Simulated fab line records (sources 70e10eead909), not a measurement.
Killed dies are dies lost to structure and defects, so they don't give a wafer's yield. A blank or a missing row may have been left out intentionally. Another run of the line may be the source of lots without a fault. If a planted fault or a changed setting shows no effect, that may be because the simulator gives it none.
Problem report, 8D (eight disciplines) form, completed by code -- flow nand_harc -- the parts of the form that need people (team, actions taken, sign-off) are left out

1. WHAT WENT WRONG
NHARC_A_STAIRCASE_TRIM_202, oes_product_au: mean 0.856 a.u. over 1 wafer from 1 lot; wafers with no fault: 1.002 a.u., standard deviation 0.0099. Relative to the usual mean, that is a shift of -15 standard deviations.
The step: chemistry O2, time 211.2 s.
The first sign was on wafer L200.1 at day 24 22:29, on rie_diel-13. The record has a number at this step for 33 wafers belonging to 11 lots. Rule for "out" (also "out of limits"): further than 4 standard deviations from the usual mean. Any other wafer with a number is counted as sound.

2. WHAT IT IS, WHAT IT ISN'T
question,is,is not
which readings at this step,oes_product_au,"drypump_motor_current_A, showerhead_plenum_p_Torr, throttle_valve_pct"
which lots,L200,"L181, L182, L183, L184, L185, L186, L191, L195, L196, L201"
which wafers of those lots,L200.1,"L200.3, L200.4"
read on which tools,rie_diel-13,"rie_diel-05, rie_diel-08"
when,from day 24 22:29,up to then (32 sound wafers)

3. WHAT RULES OUT EACH SUSPECT
Counting: if a tool at a process step up to the reading ran every lot that is out, it stays a suspect. Sound lots after the first of them don't rule it out here, since some wafers of a struck lot are sound.
- rie_diel-05 at NHARC_A_STAIRCASE_TRIM_189 (chemistry O2, time 211.2 s): kept. The lot that is out, L200, ran on it at day 24 22:29; the last sound lot it ran before that was L201, at day 24 22:17. Because NHARC_A_STAIRCASE_TRIM_189 lacks a start for some lots, the hours and order of its lots are taken from NHARC_A_STAIRCASE_TRIM_202.
- rie_diel-05 at NHARC_A_STAIRCASE_TRIM_193 (chemistry O2, time 211.2 s): kept. The lot that is out, L200, ran on it at day 24 22:29; the last sound lot it ran before that was L201, at day 24 22:17. Because NHARC_A_STAIRCASE_TRIM_193 lacks a start for some lots, the hours and order of its lots are taken from NHARC_A_STAIRCASE_TRIM_202.
- rie_diel-13 at NHARC_A_STAIRCASE_ETCH_197 (etches the open film in C4F8/O2, target depth 100 nm, time 40.5 s): kept. The lot that is out, L200, ran on it at day 24 22:29; the last sound lot it ran before that was L196, at day 22 12:29. Because NHARC_A_STAIRCASE_ETCH_197 lacks a start for some lots, the hours and order of its lots are taken from NHARC_A_STAIRCASE_TRIM_202.
- rie_diel-13 at NHARC_A_STAIRCASE_TRIM_202 (chemistry O2, time 211.2 s): kept. The lot that is out, L200, ran on it at day 24 22:29; the last sound lot it ran before that was L196, at day 22 12:29. Out on those wafers are its own readings of oes_product_au.
- Within rie_diel-05 at NHARC_A_STAIRCASE_TRIM_189: the wafers that are out ran in chamber 1; their sound lot-mates ran in chambers 0, 3.
- Within rie_diel-05 at NHARC_A_STAIRCASE_TRIM_193: the wafers that are out ran in chamber 3; their sound lot-mates ran in chambers 0, 1.
- Within rie_diel-13 at NHARC_A_STAIRCASE_ETCH_197: the wafers that are out ran in chamber 1; their sound lot-mates ran in chambers 2, 3.
- Within rie_diel-13 at NHARC_A_STAIRCASE_TRIM_202: the wafers that are out ran in chamber 0; their sound lot-mates ran in chambers 1, 2.
Left after counting: rie_diel-05 at NHARC_A_STAIRCASE_TRIM_189, rie_diel-05 at NHARC_A_STAIRCASE_TRIM_193, rie_diel-13 at NHARC_A_STAIRCASE_ETCH_197, rie_diel-13 at NHARC_A_STAIRCASE_TRIM_202.

4. THE CAUSE (what the simulator had put in)
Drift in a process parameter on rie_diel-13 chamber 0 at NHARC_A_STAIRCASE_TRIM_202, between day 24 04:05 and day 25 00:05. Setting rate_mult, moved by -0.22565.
4 suspects survive the count, and this tool is in that group.

5. SEQUENCE OF EFFECTS, ordered by route
Each row: a reading whose mean over the struck wafers that have a number lies more than 3 standard deviations from the usual. Only readings whose record carries a usual standard deviation are examined. hours: median over the lots of the time between each lot's start at the first step of this table that gives one and its start at this step. sigmas: the change, counted in usual standard deviations.
hours,step,reading,usual,on struck wafers,change,sigmas
0,NHARC_A_STAIRCASE_TRIM_202,oes_product_au,1.002 a.u.,0.856,-0.146,-15
Process steps it contains:
- NHARC_A_STAIRCASE_TRIM_202: chemistry O2, time 211.2 s.

6. HOW IT WOULD HAVE BEEN CAUGHT EARLIER
The fault began at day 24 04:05; the first out-of-limits reading in this record came at day 24 22:29, 18 hours later.
